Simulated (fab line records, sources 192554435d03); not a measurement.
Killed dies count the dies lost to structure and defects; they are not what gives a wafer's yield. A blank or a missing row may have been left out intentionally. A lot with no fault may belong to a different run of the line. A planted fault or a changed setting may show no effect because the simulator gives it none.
Which of the tools did it? / flow n5 finfet / 9 lots, 27 wafers sampled, at 5 steps of a route of 1938

== WHAT THE GAUGES SHOWED, per wafer ==
The record lacks any reading of a measuring or inspecting step that a usual standard deviation could be used to judge.

== EACH LOT AND THE TOOL THAT RAN IT (in order: tool; ch and the chambers of the sampled wafers; start) ==
lot=L790; N5_BEOL_M14_ETCH_68=rie diel-01 ch 0,2,3, day 10 22:43; N5_PASSIVATION_STRIP_34=rie diel-01 ch 0,2, day 11 14:49; N5_PASSIVATION_DESCUM_46=rie diel-01 ch 1,2,3, day 11 16:16; N5_PASSIVATION_PASS_ETCH_47=rie diel-01 ch 1,2,3, day 11 16:18; N5_PASSIVATION_PROBE_49=-
lot=L794; N5_BEOL_M14_ETCH_68=rie diel-01 ch 1,3, day 11 14:10; N5_PASSIVATION_STRIP_34=rie diel-01 ch 2,3, day 12 07:01; N5_PASSIVATION_DESCUM_46=rie diel-05 ch 0,1,2, day 12 08:11; N5_PASSIVATION_PASS_ETCH_47=rie diel-05 ch 0,1,2, day 12 08:13; N5_PASSIVATION_PROBE_49=-
lot=L797; N5_BEOL_M14_ETCH_68=rie diel-01 ch 0,3, day 11 23:10; N5_PASSIVATION_STRIP_34=rie diel-01 ch 2,3, day 12 19:20; N5_PASSIVATION_DESCUM_46=rie diel-05 ch 0,2,3, day 12 20:32; N5_PASSIVATION_PASS_ETCH_47=rie diel-05 ch 0,2,3, day 12 20:34; N5_PASSIVATION_PROBE_49=prober-01, day 12 23:43
lot=L799; N5_BEOL_M14_ETCH_68=rie diel-01 ch 0,2,3, day 12 18:16; N5_PASSIVATION_STRIP_34=rie diel-06 ch 0,3, day 13 13:01; N5_PASSIVATION_DESCUM_46=rie diel-01 ch 0,3, day 13 14:09; N5_PASSIVATION_PASS_ETCH_47=rie diel-01 ch 0,3, day 13 14:11; N5_PASSIVATION_PROBE_49=prober-01, day 13 17:19
lot=L800; N5_BEOL_M14_ETCH_68=rie diel-01 ch 0,2,3, day 12 20:32; N5_PASSIVATION_STRIP_34=rie diel-06 ch 0,2, day 13 16:55; N5_PASSIVATION_DESCUM_46=rie diel-01 ch 0,2,3, day 13 18:10; N5_PASSIVATION_PASS_ETCH_47=rie diel-01 ch 0,2,3, day 13 18:12; N5_PASSIVATION_PROBE_49=prober-02, day 13 21:16
lot=L805; N5_BEOL_M14_ETCH_68=rie diel-01 ch 0,1,3, day 17 08:50; N5_PASSIVATION_STRIP_34=rie diel-05 ch 0,1,3, day 18 16:14; N5_PASSIVATION_DESCUM_46=rie diel-05 ch 0,2, day 18 17:22; N5_PASSIVATION_PASS_ETCH_47=rie diel-05 ch 0,2, day 18 17:23; N5_PASSIVATION_PROBE_49=-
lot=L810; N5_BEOL_M14_ETCH_68=rie diel-01 ch 1,3, day 17 14:28; N5_PASSIVATION_STRIP_34=rie diel-06 ch 1,2,3, day 19 02:28; N5_PASSIVATION_DESCUM_46=rie diel-05 ch 0,2,3, day 19 03:49; N5_PASSIVATION_PASS_ETCH_47=rie diel-05 ch 0,2,3, day 19 03:51; N5_PASSIVATION_PROBE_49=-
lot=L806; N5_BEOL_M14_ETCH_68=rie diel-01 ch 0,1,3, day 18 00:54; N5_PASSIVATION_STRIP_34=rie diel-01 ch 1,2,3, day 19 23:16; N5_PASSIVATION_DESCUM_46=rie diel-01 ch 0,1,3, day 20 00:31; N5_PASSIVATION_PASS_ETCH_47=rie diel-01 ch 0,1,3, day 20 00:33; N5_PASSIVATION_PROBE_49=-
lot=L808; N5_BEOL_M14_ETCH_68=rie diel-01 ch 0,1,2, day 18 11:54; N5_PASSIVATION_STRIP_34=rie diel-05 ch 0,1,2, day 20 08:06; N5_PASSIVATION_DESCUM_46=rie diel-01 ch 0,3, day 20 09:14; N5_PASSIVATION_PASS_ETCH_47=rie diel-01 ch 0,3, day 20 09:16; N5_PASSIVATION_PROBE_49=-
- N5_BEOL_M14_ETCH_68: etches SOC in N2/H2, time 450 s.
- N5_PASSIVATION_STRIP_34: strips in O2.
- N5_PASSIVATION_DESCUM_46: chemistry O2, time 7.9 s.
- N5_PASSIVATION_PASS_ETCH_47: etches SiNx in CF4/O2, target depth 770 nm, time 385 s.
- N5_PASSIVATION_PROBE_49

== AS READ BY THE TOOLS THEMSELVES (means over the sampled wafers that have a number; for cases with no such wafer, the mark the record gives instead) ==
N5_BEOL_M14_ETCH_68. Usual: chamber pressure mTorr 29.995 mTorr, standard deviation 0.028; drypump motor current A 5.7 A, standard deviation 0.42; h2 flow sccm 199.9 sccm, standard deviation 0.65; oes product au 0.81 a.u., standard deviation 0.068; rf vpp V 523.9 V, standard deviation 2.2; showerhead plenum p Torr 2.54 Torr, standard deviation 0.068; throttle valve pct 17.7 %, standard deviation 0.31.
lot=L790; tool=rie diel-01; chamber pressure mTorr (mTorr)=30.006; drypump motor current A (A)=5.7; h2 flow sccm (sccm)=199.5; oes product au (a.u.)=0.83; rf vpp V (V)=524.6; showerhead plenum p Torr (Torr)=2.55; throttle valve pct (%)=17.8; flag=
lot=L794; tool=rie diel-01; chamber pressure mTorr (mTorr)=29.951; drypump motor current A (A)=6.0; h2 flow sccm (sccm)=200.0; oes product au (a.u.)=0.78; rf vpp V (V)=525.1; showerhead plenum p Torr (Torr)=2.54; throttle valve pct (%)=17.6; flag=
lot=L797; tool=rie diel-01; chamber pressure mTorr (mTorr)=30.004; drypump motor current A (A)=5.9; h2 flow sccm (sccm)=199.6; oes product au (a.u.)=0.83; rf vpp V (V)=524.4; showerhead plenum p Torr (Torr)=2.58; throttle valve pct (%)=17.6; flag=
lot=L799; tool=rie diel-01; chamber pressure mTorr (mTorr)=30.005; drypump motor current A (A)=5.8; h2 flow sccm (sccm)=199.7; oes product au (a.u.)=0.82; rf vpp V (V)=523.3; showerhead plenum p Torr (Torr)=2.54; throttle valve pct (%)=17.8; flag=
lot=L800; tool=rie diel-01; chamber pressure mTorr (mTorr)=29.989; drypump motor current A (A)=5.7; h2 flow sccm (sccm)=200.1; oes product au (a.u.)=0.81; rf vpp V (V)=524.3; showerhead plenum p Torr (Torr)=2.54; throttle valve pct (%)=17.8; flag=
lot=L805; tool=rie diel-01; chamber pressure mTorr (mTorr)=29.983; drypump motor current A (A)=5.9; h2 flow sccm (sccm)=200.3; oes product au (a.u.)=0.77; rf vpp V (V)=524.0; showerhead plenum p Torr (Torr)=2.54; throttle valve pct (%)=17.7; flag=
lot=L810; tool=rie diel-01; chamber pressure mTorr (mTorr)=29.998; drypump motor current A (A)=6.0; h2 flow sccm (sccm)=200.4; oes product au (a.u.)=0.74; rf vpp V (V)=524.2; showerhead plenum p Torr (Torr)=2.53; throttle valve pct (%)=18.0; flag=
lot=L806; tool=rie diel-01; chamber pressure mTorr (mTorr)=29.996; drypump motor current A (A)=5.9; h2 flow sccm (sccm)=200.2; oes product au (a.u.)=0.77; rf vpp V (V)=523.0; showerhead plenum p Torr (Torr)=2.54; throttle valve pct (%)=17.7; flag=
lot=L808; tool=rie diel-01; chamber pressure mTorr (mTorr)=30.002; drypump motor current A (A)=5.8; h2 flow sccm (sccm)=199.9; oes product au (a.u.)=0.78; rf vpp V (V)=523.3; showerhead plenum p Torr (Torr)=2.52; throttle valve pct (%)=17.7; flag=

N5_PASSIVATION_STRIP_34. Usual: chamber pressure mTorr 30.00 mTorr, standard deviation 0.084; drypump motor current A 5.7 A, standard deviation 0.49; o2 flow sccm 225.0 sccm, standard deviation 0.72; oes product au 0.81 a.u., standard deviation 0.072; rf vpp V 3.6 V, standard deviation 1.6; showerhead plenum p Torr 2.09 Torr, standard deviation 0.056; throttle valve pct 16.60 %, standard deviation 0.24.
lot=L790; tool=rie diel-01; chamber pressure mTorr (mTorr)=29.99; drypump motor current A (A)=5.6; o2 flow sccm (sccm)=225.5; oes product au (a.u.)=0.85; rf vpp V (V)=3.8; showerhead plenum p Torr (Torr)=2.08; throttle valve pct (%)=16.61; flag=
lot=L794; tool=rie diel-01; chamber pressure mTorr (mTorr)=30.03; drypump motor current A (A)=5.8; o2 flow sccm (sccm)=224.8; oes product au (a.u.)=0.77; rf vpp V (V)=2.8; showerhead plenum p Torr (Torr)=2.07; throttle valve pct (%)=16.85; flag=
lot=L797; tool=rie diel-01; chamber pressure mTorr (mTorr)=30.02; drypump motor current A (A)=5.8; o2 flow sccm (sccm)=224.8; oes product au (a.u.)=0.77; rf vpp V (V)=2.5; showerhead plenum p Torr (Torr)=2.07; throttle valve pct (%)=16.87; flag=
lot=L799; tool=rie diel-06; chamber pressure mTorr (mTorr)=29.94; drypump motor current A (A)=5.5; o2 flow sccm (sccm)=224.8; oes product au (a.u.)=0.88; rf vpp V (V)=3.3; showerhead plenum p Torr (Torr)=2.08; throttle valve pct (%)=16.43; flag=
lot=L800; tool=rie diel-06; chamber pressure mTorr (mTorr)=30.08; drypump motor current A (A)=4.9; o2 flow sccm (sccm)=225.4; oes product au (a.u.)=0.78; rf vpp V (V)=3.0; showerhead plenum p Torr (Torr)=2.12; throttle valve pct (%)=16.83; flag=
lot=L805; tool=rie diel-05; chamber pressure mTorr (mTorr)=30.04; drypump motor current A (A)=6.0; o2 flow sccm (sccm)=224.7; oes product au (a.u.)=0.84; rf vpp V (V)=3.3; showerhead plenum p Torr (Torr)=2.11; throttle valve pct (%)=16.57; flag=
lot=L810; tool=rie diel-06; chamber pressure mTorr (mTorr)=30.03; drypump motor current A (A)=5.2; o2 flow sccm (sccm)=224.3; oes product au (a.u.)=0.82; rf vpp V (V)=4.5; showerhead plenum p Torr (Torr)=2.12; throttle valve pct (%)=16.62; flag=
lot=L806; tool=rie diel-01; chamber pressure mTorr (mTorr)=29.96; drypump motor current A (A)=5.8; o2 flow sccm (sccm)=225.4; oes product au (a.u.)=0.73; rf vpp V (V)=4.3; showerhead plenum p Torr (Torr)=2.06; throttle valve pct (%)=16.85; flag=
lot=L808; tool=rie diel-05; chamber pressure mTorr (mTorr)=30.06; drypump motor current A (A)=5.9; o2 flow sccm (sccm)=224.7; oes product au (a.u.)=0.84; rf vpp V (V)=5.6; showerhead plenum p Torr (Torr)=2.13; throttle valve pct (%)=16.60; flag=

N5_PASSIVATION_DESCUM_46. Usual: chamber pressure mTorr 20.002 mTorr, standard deviation 0.019; drypump motor current A 5.7 A, standard deviation 0.44; o2 flow sccm 225.1 sccm, standard deviation 0.68; oes product au 0.81 a.u., standard deviation 0.066; rf vpp V 242.9 V, standard deviation 1.2; showerhead plenum p Torr 2.09 Torr, standard deviation 0.056; throttle valve pct 20.38 %, standard deviation 0.21.
lot=L790; tool=rie diel-01; chamber pressure mTorr (mTorr)=20.005; drypump motor current A (A)=5.8; o2 flow sccm (sccm)=225.5; oes product au (a.u.)=0.79; rf vpp V (V)=242.7; showerhead plenum p Torr (Torr)=2.08; throttle valve pct (%)=20.47; flag=
lot=L794; tool=rie diel-05; chamber pressure mTorr (mTorr)=20.015; drypump motor current A (A)=5.9; o2 flow sccm (sccm)=225.0; oes product au (a.u.)=0.84; rf vpp V (V)=242.6; showerhead plenum p Torr (Torr)=2.06; throttle valve pct (%)=20.42; flag=
lot=L797; tool=rie diel-05; chamber pressure mTorr (mTorr)=20.008; drypump motor current A (A)=6.1; o2 flow sccm (sccm)=225.9; oes product au (a.u.)=0.89; rf vpp V (V)=244.1; showerhead plenum p Torr (Torr)=2.08; throttle valve pct (%)=20.19; flag=
lot=L799; tool=rie diel-01; chamber pressure mTorr (mTorr)=19.992; drypump motor current A (A)=5.9; o2 flow sccm (sccm)=224.5; oes product au (a.u.)=0.83; rf vpp V (V)=243.4; showerhead plenum p Torr (Torr)=2.12; throttle valve pct (%)=20.29; flag=
lot=L800; tool=rie diel-01; chamber pressure mTorr (mTorr)=19.992; drypump motor current A (A)=5.8; o2 flow sccm (sccm)=225.2; oes product au (a.u.)=0.80; rf vpp V (V)=243.0; showerhead plenum p Torr (Torr)=2.08; throttle valve pct (%)=20.44; flag=
lot=L805; tool=rie diel-05; chamber pressure mTorr (mTorr)=20.009; drypump motor current A (A)=5.9; o2 flow sccm (sccm)=224.8; oes product au (a.u.)=0.83; rf vpp V (V)=243.1; showerhead plenum p Torr (Torr)=2.10; throttle valve pct (%)=20.28; flag=
lot=L810; tool=rie diel-05; chamber pressure mTorr (mTorr)=19.997; drypump motor current A (A)=6.1; o2 flow sccm (sccm)=225.6; oes product au (a.u.)=0.83; rf vpp V (V)=242.3; showerhead plenum p Torr (Torr)=2.06; throttle valve pct (%)=20.26; flag=
lot=L806; tool=rie diel-01; chamber pressure mTorr (mTorr)=20.002; drypump motor current A (A)=5.9; o2 flow sccm (sccm)=224.5; oes product au (a.u.)=0.75; rf vpp V (V)=242.7; showerhead plenum p Torr (Torr)=2.09; throttle valve pct (%)=20.41; flag=
lot=L808; tool=rie diel-01; chamber pressure mTorr (mTorr)=20.011; drypump motor current A (A)=5.9; o2 flow sccm (sccm)=226.4; oes product au (a.u.)=0.74; rf vpp V (V)=241.8; showerhead plenum p Torr (Torr)=2.07; throttle valve pct (%)=20.53; flag=

N5_PASSIVATION_PASS_ETCH_47. Usual: chamber pressure mTorr 40.00 mTorr, standard deviation 0.035; drypump motor current A 5.7 A, standard deviation 0.44; oes_o_777_au 0.80 a.u., standard deviation 0.072; oes product au 0.80 a.u., standard deviation 0.063; rf vpp V 241 V, standard deviation 4.5; showerhead plenum p Torr 2.19 Torr, standard deviation 0.056; throttle valve pct 15.80 %, standard deviation 0.25.
lot=L790; tool=rie diel-01; chamber pressure mTorr (mTorr)=40.02; drypump motor current A (A)=5.8; oes_o_777_au (a.u.)=0.78; oes product au (a.u.)=0.78; rf vpp V (V)=242; showerhead plenum p Torr (Torr)=2.19; throttle valve pct (%)=15.92; flag=
lot=L794; tool=rie diel-05; chamber pressure mTorr (mTorr)=40.04; drypump motor current A (A)=5.8; oes_o_777_au (a.u.)=0.85; oes product au (a.u.)=0.84; rf vpp V (V)=239; showerhead plenum p Torr (Torr)=2.17; throttle valve pct (%)=15.78; flag=
lot=L797; tool=rie diel-05; chamber pressure mTorr (mTorr)=39.98; drypump motor current A (A)=6.1; oes_o_777_au (a.u.)=0.89; oes product au (a.u.)=0.88; rf vpp V (V)=240; showerhead plenum p Torr (Torr)=2.19; throttle valve pct (%)=15.54; flag=
lot=L799; tool=rie diel-01; chamber pressure mTorr (mTorr)=40.01; drypump motor current A (A)=5.9; oes_o_777_au (a.u.)=0.82; oes product au (a.u.)=0.83; rf vpp V (V)=239; showerhead plenum p Torr (Torr)=2.23; throttle valve pct (%)=15.79; flag=
lot=L800; tool=rie diel-01; chamber pressure mTorr (mTorr)=40.01; drypump motor current A (A)=5.7; oes_o_777_au (a.u.)=0.80; oes product au (a.u.)=0.80; rf vpp V (V)=239; showerhead plenum p Torr (Torr)=2.19; throttle valve pct (%)=15.91; flag=
lot=L805; tool=rie diel-05; chamber pressure mTorr (mTorr)=40.03; drypump motor current A (A)=6.0; oes_o_777_au (a.u.)=0.84; oes product au (a.u.)=0.83; rf vpp V (V)=238; showerhead plenum p Torr (Torr)=2.20; throttle valve pct (%)=15.64; flag=
lot=L810; tool=rie diel-05; chamber pressure mTorr (mTorr)=40.01; drypump motor current A (A)=6.1; oes_o_777_au (a.u.)=0.82; oes product au (a.u.)=0.81; rf vpp V (V)=240; showerhead plenum p Torr (Torr)=2.17; throttle valve pct (%)=15.62; flag=
lot=L806; tool=rie diel-01; chamber pressure mTorr (mTorr)=40.02; drypump motor current A (A)=5.9; oes_o_777_au (a.u.)=0.74; oes product au (a.u.)=0.74; rf vpp V (V)=242; showerhead plenum p Torr (Torr)=2.20; throttle valve pct (%)=15.94; flag=
lot=L808; tool=rie diel-01; chamber pressure mTorr (mTorr)=40.01; drypump motor current A (A)=5.9; oes_o_777_au (a.u.)=0.72; oes product au (a.u.)=0.74; rf vpp V (V)=240; showerhead plenum p Torr (Torr)=2.20; throttle valve pct (%)=16.14; flag=

N5_PASSIVATION_PROBE_49. Usual: defect limited yield 91.2 %, standard deviation 1.4; killed_at_M0_to_M3 36, standard deviation 10; killed_at_M4_up 13, standard deviation 5.1; killed at contacts 12, standard deviation 5.4; killed at front end 39, standard deviation 11; killed at other 3.5, standard deviation 2.4; killed dies 104, standard deviation 17; killed on rim 14, standard deviation 3.8; killed open 67, standard deviation 13; killed short 36, standard deviation 8.3; sort_bin_5_function 5.2 %, standard deviation 0.98; sort_bin_6_memory 3.3 %, standard deviation 0.68; sort n pass 1076, standard deviation 17; sort yield pct 91.2 %, standard deviation 1.4.
lot=L797; tool=prober-01; defect limited yield (%)=91.8; killed_at_M0_to_M3=26; killed_at_M4_up=15; killed at contacts=8; killed at front end=44; killed at other=4.0; killed dies=97; killed on rim=12; killed open=64; killed short=33; sort_bin_5_function (%)=4.8; sort_bin_6_memory (%)=3.2; sort n pass=1083; sort yield pct (%)=91.8; flag=
lot=L799; tool=prober-01; defect limited yield (%)=89.6; killed_at_M0_to_M3=21; killed_at_M4_up=34; killed at contacts=12; killed at front end=51; killed at other=4.3; killed dies=123; killed on rim=19; killed open=65; killed short=37; sort_bin_5_function (%)=6.4; sort_bin_6_memory (%)=3.2; sort n pass=1057; sort yield pct (%)=89.6; flag=OFF
lot=L800; tool=prober-02; defect limited yield (%)=88.3; killed_at_M0_to_M3=33; killed_at_M4_up=43; killed at contacts=17; killed at front end=44; killed at other=2.0; killed dies=138; killed on rim=23; killed open=82; killed short=36; sort_bin_5_function (%)=7.2; sort_bin_6_memory (%)=3.5; sort n pass=1042; sort yield pct (%)=88.3; flag=OFF

== THE ANSWER, worked out from the rows above alone ==
Rule: lot off if the mean of its wafers having a number is beyond 3 standard deviations from the usual mean. A lot without any number at a reading at which 4 lots or more have one is off too. The other lots that the step has rows for count as sound. After the gauges, taken in route order, come the tools' own readings; for these a lot's mean is taken, as printed above. The first step at which some lot is off is used, and at that step the reading that is off furthest; a lot without a number counts as furthest.
Off: L799, L800 (N5_PASSIVATION_PROBE_49, killed_at_M4_up). Neither off nor sound, because the step has no rows for them: L790, L794, L805, L810, L806, L808.
If a tool, at that step or one of the process steps before it, ran each lot that is off and ran no sound lot following the first of them, it fits. 2 tools fit, rie diel-01 at N5_BEOL_M14_ETCH_68 and N5_PASSIVATION_DESCUM_46 and N5_PASSIVATION_PASS_ETCH_47 and rie diel-06 at N5_PASSIVATION_STRIP_34, so this cannot tell which one it is.

== WHAT WAS PUT IN BY THE SIMULATOR ==
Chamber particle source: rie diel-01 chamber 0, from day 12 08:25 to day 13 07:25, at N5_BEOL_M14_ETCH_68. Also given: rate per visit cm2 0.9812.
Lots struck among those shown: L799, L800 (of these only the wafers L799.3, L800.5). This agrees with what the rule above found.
